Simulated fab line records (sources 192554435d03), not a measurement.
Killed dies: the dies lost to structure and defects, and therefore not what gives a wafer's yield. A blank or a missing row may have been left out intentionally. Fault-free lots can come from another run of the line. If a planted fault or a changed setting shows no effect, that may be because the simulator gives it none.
Chamber matching || flow n5 finfet || N5_HKMG_FIN_ALD_71 on ald metal-04: 4 sister chambers
The step deposits TiN, target thk 1 nm, pulse time 1 s, purge time 3 s. 4 wafers are shown with their chamber, then 12 later ones without.

## WAFERS PAIRED WITH THEIR CHAMBERS
{"wafer": "L088.5", "chamber": 1, "heater power w (W)": 976}
{"wafer": "L091.1", "chamber": 0, "heater power w (W)": 882}
{"wafer": "L091.2", "chamber": 3, "heater power w (W)": 774}
{"wafer": "L091.3", "chamber": 2, "heater power w (W)": 878}

## WAFERS MISSING THEIR CHAMBER
{"wafer": "L091.4", "heater power w (W)": 978}
{"wafer": "L091.5", "heater power w (W)": 905}
{"wafer": "L091.6", "heater power w (W)": 959}
{"wafer": "L094.3", "heater power w (W)": 979}
{"wafer": "L094.4", "heater power w (W)": 779}
{"wafer": "L094.5", "heater power w (W)": 892}
{"wafer": "L096.1", "heater power w (W)": 975}
{"wafer": "L096.2", "heater power w (W)": 881}
{"wafer": "L096.3", "heater power w (W)": 875}
{"wafer": "L096.4", "heater power w (W)": 765}
{"wafer": "L096.5", "heater power w (W)": 957}
{"wafer": "L096.6", "heater power w (W)": 907}

## CHAMBER TAKEN BY EACH
{"wafer": "L091.4", "from the rows above": 1, "in truth": 1}
{"wafer": "L091.5", "from the rows above": "can't be placed: 0 or 2", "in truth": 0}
{"wafer": "L091.6", "from the rows above": 1, "in truth": 1}
{"wafer": "L094.3", "from the rows above": 1, "in truth": 1}
{"wafer": "L094.4", "from the rows above": 3, "in truth": 3}
{"wafer": "L094.5", "from the rows above": "can't be placed: 0 or 2", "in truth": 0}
{"wafer": "L096.1", "from the rows above": 1, "in truth": 1}
{"wafer": "L096.2", "from the rows above": "can't be placed: 0 or 2", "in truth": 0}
{"wafer": "L096.3", "from the rows above": "can't be placed: 2 or 0", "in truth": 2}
{"wafer": "L096.4", "from the rows above": 3, "in truth": 3}
{"wafer": "L096.5", "from the rows above": 1, "in truth": 1}
{"wafer": "L096.6", "from the rows above": "can't be placed: 0 or 2", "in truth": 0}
Placed correctly: 7 of 12. Cannot be placed on the basis of these rows: 5; the candidates contain the true chamber in 5. Placed wrongly: 0.
How it was worked out, from the rows above alone: a wafer's distance from a chamber is the root of the sum, over the readings, of the square of ((its reading less the chamber's mean) divided by the reading's scatter). The wafer belongs to the nearest chamber; if the next one is less than 2 further off, it can't be placed. Each chamber's mean is taken over the wafers shown for it. The scatter: root of mean squared gap, hidden wafer to nearest shown wafer, with one shown wafer a chamber.
